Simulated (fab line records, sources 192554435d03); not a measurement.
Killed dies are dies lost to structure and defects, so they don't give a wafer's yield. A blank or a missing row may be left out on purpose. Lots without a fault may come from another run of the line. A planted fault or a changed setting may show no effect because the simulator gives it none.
Chamber matching | flow n5_finfet | N5_BEOL_M3_PRE_CLEAN_60 on cvd_co-02: 3 sister chambers
The step time 15 s. 27 wafers are shown with their chamber, then 12 later ones without.

WAFERS WITH THEIR CHAMBER
wafer  | chamber | heater_power_w (W) | rf_fwd_power_W (W)
L076.1 | 1       | 71                 | 296.2
L076.2 | 2       | 97                 | 297.6
L076.4 | 1       | 70                 | 296.1
L075.3 | 0       | 82                 | 296.5
L075.4 | 2       | 100                | 294.9
L075.5 | 0       | 82                 | 296.7
L079.1 | 1       | 73                 | 295.4
L079.2 | 2       | 99                 | 295.4
L079.6 | 2       | 100                | 296.1
L081.2 | 1       | 71                 | 297.3
L081.4 | 2       | 98                 | 296.5
L081.5 | 0       | 82                 | 298.5
L082.4 | 2       | 97                 | 295.2
L082.5 | 1       | 74                 | 296.3
L082.6 | 0       | 84                 | 298.2
L080.1 | 2       | 99                 | 296.1
L080.2 | 0       | 84                 | 297.9
L080.4 | 0       | 81                 | 297.1
L087.1 | 0       | 84                 | 298.4
L087.3 | 1       | 73                 | 295.1
L087.4 | 0       | 86                 | 297.9
L088.1 | 1       | 75                 | 297.7
L088.4 | 1       | 73                 | 297.4
L088.5 | 2       | 101                | 296.3
L090.3 | 2       | 98                 | 296.0
L090.4 | 0       | 84                 | 297.5
L090.6 | 1       | 73                 | 295.3

SIGNATURES (means of the wafers above)
reading        | chamber 0 | chamber 1 | chamber 2 | scatter within a chamber
heater_power_w | 83.22     | 72.56     | 98.78     | 1.52
rf_fwd_power_W | 297.633   | 296.311   | 296.011   | 0.838
Rule: a wafer's distance from a chamber is the root of the sum, over the readings, of the square of ((its reading less the chamber's mean) divided by the reading's scatter). The wafer belongs to the nearest chamber; if the next one is less than 2 further off, it can't be placed. The scatter: the root of (the sum of the squares of (reading less its chamber's mean) over the shown wafers, divided by (wafers less chambers)).

WAFERS WITHOUT THEIR CHAMBER
wafer  | heater_power_w (W) | rf_fwd_power_W (W)
L089.3 | 83                 | 298.2
L089.5 | 100                | 295.7
L089.6 | 84                 | 296.9
L091.2 | 74                 | 295.8
L091.3 | 84                 | 299.2
L091.6 | 98                 | 296.4
L094.1 | 75                 | 296.9
L094.2 | 84                 | 298.8
L094.4 | 83                 | 299.1
L096.3 | 83                 | 299.1
L096.5 | 84                 | 299.0
L096.6 | 100                | 297.1

WHICH CHAMBER EACH WENT THROUGH
wafer  | from the rows above | in truth
L089.3 | 0                   | 0
L089.5 | 2                   | 2
L089.6 | 0                   | 0
L091.2 | 1                   | 1
L091.3 | 0                   | 0
L091.6 | 2                   | 2
L094.1 | 1                   | 1
L094.2 | 0                   | 0
L094.4 | 0                   | 0
L096.3 | 0                   | 0
L096.5 | 0                   | 0
L096.6 | 2                   | 2
Placed correctly: 12 of 12. Can't be placed from these rows: 0. Placed wrongly: 0.
